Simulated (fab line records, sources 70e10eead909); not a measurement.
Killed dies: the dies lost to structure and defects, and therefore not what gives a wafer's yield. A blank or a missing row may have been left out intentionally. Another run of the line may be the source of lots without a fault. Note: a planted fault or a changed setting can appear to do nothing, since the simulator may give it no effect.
Struck lot and sound lot, side by side | flow nand_harc | 35 out of 1302 route steps
Sound: wafers L104.1, L104.3, L104.5. Struck: wafer L107.5 (left out: L107.3, L107.6 of the same lot, which were not struck); the cause appears at the end.
For every step that has rows: the tool of each side, followed by ch and its chambers, followed by its first start. Under that, the readings that differ: sound wafers | struck wafers | difference of the means | sigmas: that difference in standard deviations of wafers without a fault.
alike: same words and numbers on both sides, and readings whose means sit less than 2 such deviations apart. not compared: any withheld reading, any reading some wafer has no value for, any bound like >300 that may hide the same value, and any number with overlapping values for which the record gives no deviation.
A row with sigmas, a row that says differs or no value, or rows on one side alone: a step with any of these is where the two part. Non-overlapping numbers with no deviation appear without sigmas and do not part them. A reading that every wafer of one side lacks parts them only if that side has two wafers or more.

first, 11 steps without rows for these wafers: NHARC_THIN_TSV_ETCH_44 (etches the open film in CF4/O2, target depth 1594.2 nm, time 797.1 s); NHARC_THIN_TSV_ETCH_15 (target depth 3000 nm, bosch target overetch cycles 2, bosch etch step 2.8 s); NHARC_THIN_TSV_STRIP_45 (strips in O2); NHARC_THIN_TSV_STRIP_46 (strips in post etch residue remover, time 1200 s); NHARC_THIN_TSV_DEP_47 (deposits SiO2, target thk 200 nm); NHARC_THIN_TSV_ETCHBACK_48 (etches the open film in C4F8/Ar, target depth 1028.5 nm, time 405.17 s); NHARC_THIN_TSV_STRIP_62 (strips in N2/H2, time 20 s); NHARC_THIN_TSV_DEGAS_49 (time 120 s); NHARC_THIN_TSV_PRE_CLEAN_50 (time 30 s); NHARC_THIN_TSV_PVD_19 (deposits TaN, target thk 20 nm); NHARC_THIN_TSV_PVD_51 (deposits Cu, target thk 100 nm).
NHARC_THIN_TSV_ECD_20: material Cu, target thk 2000 nm.
  sound on ecd_cu-01 ch 0,1, day 24 17:05; struck on ecd_cu-01 ch 0,1, day 25 11:36
then, 22 steps without rows for these wafers: NHARC_THIN_TSV_ANNEAL_52 (time 90 s); NHARC_THIN_TSV_CMP_21 (polishes, t overpolish 30 s, target thk 2000 nm); NHARC_THIN_TSV_SRD_23; NHARC_THIN_TSV_DEGAS_53 (time 60 s); NHARC_THIN_TSV_PRE_CLEAN_54 (time 30 s); NHARC_THIN_TSV_PVD_55 (deposits TiN, target thk 50 nm); NHARC_THIN_TSV_PVD_24 (deposits Al, target thk 800 nm); NHARC_THIN_TSV_DEHYDRATE_25 (time 120 s); NHARC_THIN_TSV_HMDS_26 (time 30 s); NHARC_THIN_TSV_COAT_27; NHARC_THIN_TSV_SOFTBAKE_28 (time 95 s); NHARC_THIN_TSV_EBR_29; NHARC_THIN_TSV_EXPOSE_30 (exposes mask PAD); NHARC_THIN_TSV_PEB_31 (peb time 85 s); NHARC_THIN_TSV_DEVELOP_32 (time 70 s); NHARC_THIN_TSV_HARDBAKE_34 (time 80 s); NHARC_THIN_TSV_DESCUM_35 (chemistry O2, time 3 s); NHARC_THIN_TSV_ETCH_59 (etches the open film in Cl2/BCl3, target depth 880 nm, time 138.1 s); NHARC_THIN_TSV_ETCH_36 (etches the open film in Cl2/BCl3, target depth 65 nm, time 18.571 s); NHARC_THIN_TSV_STRIP_56 (strips in O2); NHARC_THIN_TSV_STRIP_57 (strips in post etch residue remover, time 1200 s); NHARC_THIN_TSV_ANNEAL_58 (time 1800 s).
NHARC_END_SORT_01:
  at this point the record logs the struck wafers (prober-01 ch 0, day 26 03:43) and has no rows for the sound ones

## WHERE THEY PART
NHARC_END_SORT_01 only, going by this record.

WHY: what had been put in by the simulator
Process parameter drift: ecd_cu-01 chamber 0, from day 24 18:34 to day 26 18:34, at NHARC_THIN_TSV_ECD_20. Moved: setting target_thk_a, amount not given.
